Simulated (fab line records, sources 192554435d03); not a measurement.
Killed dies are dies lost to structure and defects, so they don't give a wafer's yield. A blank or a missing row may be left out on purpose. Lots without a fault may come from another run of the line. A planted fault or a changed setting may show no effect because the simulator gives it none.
Split-lot experiment | flow n5_finfet | 7 lots, 21 wafers read, on a route of 1938 steps

THE SPLIT
At N5_BEOL_M4_COAT_22 (resist thk 30 nm), the setting spin_rpm was moved away from the recipe's 1500 rpm on 7 of the 21 wafers read, by -9.7% to +8.3%. The other wafers ran this setting at the recipe's value.

FROM THE SPLIT TO THE READING: what the file shows between them, 1 step
- N5_BEOL_M4_DESCUM_33: chemistry O2, time 7 s (also split here: time_s)

THE READING
CAR-EUV_of_BEOL_M4_COAT_22.thk_nm (the simulator's own value, which no gauge read), in nm, at N5_BEOL_M4_ETCH_77 (etches underlayer in N2/H2, target depth 6.5 nm, time 5.2 s). The file gives no usual value for it. The 14 wafers here that ran the recipe average 20.5 nm, standard deviation 0.3 nm.

wafer  | tool, chamber at the split | spin_rpm as run, rpm | against the recipe | CAR-EUV_of_BEOL_M4_COAT_22.thk_nm, nm | against lot-mates on the recipe
L075.1 | litho_track-03, 0          | 1500                 | recipe             | 20.4                                  | -
L075.4 | litho_track-03, 0          | 1500                 | recipe             | 20.8                                  | -
L075.5 | litho_track-03, 0          | 1376                 | -8.3%              | 21.6                                  | +1.0
L078.1 | litho_track-03, 0          | 1500                 | recipe             | 20.2                                  | -
L078.2 | litho_track-03, 0          | 1500                 | recipe             | 20.4                                  | -
L078.4 | litho_track-03, 0          | 1500                 | recipe             | 20.4                                  | -
L084.2 | litho_track-01, 0          | 1625                 | +8.3%              | 19.2                                  | -1.4
L084.5 | litho_track-01, 0          | 1625                 | +8.3%              | 19.2                                  | -1.4
L084.3 | litho_track-01, 0          | 1500                 | recipe             | 20.6                                  | -
L085.2 | litho_track-01, 0          | 1500                 | recipe             | 19.8                                  | -
L085.4 | litho_track-01, 0          | 1500                 | recipe             | 20.4                                  | -
L085.6 | litho_track-01, 0          | 1587                 | +5.8%              | 19.4                                  | -0.7
L089.1 | litho_track-03, 0          | 1500                 | recipe             | 20.8                                  | -
L089.4 | litho_track-03, 0          | 1500                 | recipe             | 20.6                                  | -
L089.5 | litho_track-03, 0          | 1500                 | recipe             | 20.4                                  | -
L096.1 | litho_track-01, 0          | 1500                 | recipe             | 20.8                                  | -
L096.2 | litho_track-01, 0          | 1354                 | -9.7%              | 22.4                                  | +1.9
L096.3 | litho_track-01, 0          | 1500                 | recipe             | 20.2                                  | -
L097.2 | litho_track-01, 0          | 1402                 | -6.5%              | 22                                    | +1.0
L097.4 | litho_track-01, 0          | 1402                 | -6.5%              | 21.4                                  | +0.4
L097.6 | litho_track-01, 0          | 1500                 | recipe             | 21                                    | -

THE FIT
A straight line over all 21 wafers: CAR-EUV_of_BEOL_M4_COAT_22.thk_nm changes by -0.169 nm for each +1% of spin_rpm; r = -0.94; the points scatter about the line by 0.29 nm.
The same after taking each lot's own level away (the mean of its wafers on the recipe; 21 wafers): -0.151 nm for each +1%; r = -0.94; scatter 0.25 nm.
On that fit, the largest move of spin_rpm shifts the reading by 1.5 nm.
The lots' own levels span 20.10 to 21.00 nm, that is 3.0 times the standard deviation above.
So the lot-to-lot level changes the slope: the two fits differ.
Check: with one of the wafers moved furthest among these (-9.7%) left out of the fit, the line predicts +1.29 nm for it against its lot-mates. It came out at +1.9 nm against them.

OTHER SPLITS ON THESE WAFERS
These wafers also went through other splits before the reading. Each is held against what the fit with the lots' levels taken away leaves over:
other split on the same wafers | wafers away from the commonest value | r with CAR-EUV_of_BEOL_M4_COAT_22.thk_nm (lot level and that fit taken away)
N5_BEOL_M2_SPUTTER_48 time_s   | 5                                    | +0.05
N5_BEOL_M4_COAT_67 spin_rpm    | 5                                    | -0.64
N5_BEOL_M4_DESCUM_33 time_s    | 8                                    | -0.60

THE WHOLE CHAIN: every reading that the file lists as answering this split, in the file's order
step                   | what it does                                                | reading                                                                            | change (the file's fit)                                                                | r (the file's)
N5_BEOL_M4_COAT_22     | resist thk 30 nm                                            | CAR-EUV_of_BEOL_M4_COAT_22.thk_nm (the simulator's own value, which no gauge read) | -0.156 nm for each +1% of the setting                                                  | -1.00
N5_BEOL_M4_DESCUM_33   | chemistry O2, time 7 s                                      | CAR-EUV_of_BEOL_M4_COAT_22.thk_nm (the simulator's own value, which no gauge read) | -0.141 nm for each +1% of the setting                                                  | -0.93
N5_BEOL_M4_ETCH_77     | etches underlayer in N2/H2, target depth 6.5 nm, time 5.2 s | CAR-EUV_of_BEOL_M4_COAT_22.thk_nm (the simulator's own value, which no gauge read) | -0.152 nm for each +1% of the setting                                                  | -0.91
N5_BEOL_M4_ETCH_69     | etches SiARC in CF4, target depth 15.6 nm, time 26 s        | CAR-EUV_of_BEOL_M4_COAT_22.thk_nm (the simulator's own value, which no gauge read) | -0.15 nm for each +1% of the setting, in a fit together with time_s@BEOL_M4_DESCUM_33  | 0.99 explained
N5_BEOL_M4_ETCHBACK_99 | etches SiO2 in CHF3, target depth 5 nm, time 10.4 s         | CAR-EUV_of_BEOL_M4_COAT_22.thk_nm (the simulator's own value, which no gauge read) | -0.155 nm for each +1% of the setting, in a fit together with time_s@BEOL_M4_DESCUM_33 | 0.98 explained

THE FILE'S OWN FIT
CAR-EUV_of_BEOL_M4_COAT_22.thk_nm changes by -0.152 nm for each +1% of spin_rpm, r = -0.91.
